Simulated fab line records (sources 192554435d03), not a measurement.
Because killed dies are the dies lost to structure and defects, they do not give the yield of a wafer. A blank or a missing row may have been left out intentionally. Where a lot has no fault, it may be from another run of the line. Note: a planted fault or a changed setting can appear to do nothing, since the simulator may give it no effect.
Matching of chambers / flow n5 finfet / 4 sister chambers for N5_SD_EPI_P_DESCUM_14 on rie diel-01
The step chemistry O2, time 7.9 s. 4 wafers are shown with their chamber, then 12 later ones without.

== EACH WAFER AND ITS CHAMBER ==
wafer=L088.3; chamber=3; showerhead plenum p Torr (Torr)=1.99
wafer=L090.6; chamber=0; showerhead plenum p Torr (Torr)=2.16
wafer=L092.1; chamber=2; showerhead plenum p Torr (Torr)=2.19
wafer=L092.6; chamber=1; showerhead plenum p Torr (Torr)=2.01

== WAFERS WITHOUT THEIR CHAMBER ==
wafer=L094.2; showerhead plenum p Torr (Torr)=2.01
wafer=L094.3; showerhead plenum p Torr (Torr)=2.15
wafer=L094.6; showerhead plenum p Torr (Torr)=1.99
wafer=L095.1; showerhead plenum p Torr (Torr)=1.99
wafer=L095.2; showerhead plenum p Torr (Torr)=2.18
wafer=L095.3; showerhead plenum p Torr (Torr)=2.01
wafer=L095.4; showerhead plenum p Torr (Torr)=2.15
wafer=L095.5; showerhead plenum p Torr (Torr)=2.18
wafer=L095.6; showerhead plenum p Torr (Torr)=1.99
wafer=L096.1; showerhead plenum p Torr (Torr)=2.18
wafer=L096.2; showerhead plenum p Torr (Torr)=2.01
wafer=L096.5; showerhead plenum p Torr (Torr)=2.01

== WHICH CHAMBER EACH WENT THROUGH ==
wafer=L094.2; from the rows above=1; in truth=1
wafer=L094.3; from the rows above=0; in truth=0
wafer=L094.6; from the rows above=3; in truth=3
wafer=L095.1; from the rows above=3; in truth=3
wafer=L095.2; from the rows above=can't be placed: 2 or 0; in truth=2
wafer=L095.3; from the rows above=1; in truth=1
wafer=L095.4; from the rows above=0; in truth=0
wafer=L095.5; from the rows above=can't be placed: 2 or 0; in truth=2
wafer=L095.6; from the rows above=3; in truth=3
wafer=L096.1; from the rows above=can't be placed: 2 or 0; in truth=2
wafer=L096.2; from the rows above=1; in truth=1
wafer=L096.5; from the rows above=1; in truth=1
Correctly placed: 9 of 12. Cannot be placed on the basis of these rows: 3; the candidates contain the true chamber in 3. 0 placed wrongly.
How it was worked out, from the rows above alone: a wafer's distance from a chamber is the root of the sum, over the readings, of the square of ((its reading less the chamber's mean) divided by the reading's scatter). The wafer belongs to the nearest chamber; if the next one is less than 2 further off, it can't be placed. The mean given for a chamber averages the wafers shown for that chamber. The scatter: root of mean squared gap, hidden wafer to nearest shown wafer, with one shown wafer a chamber.
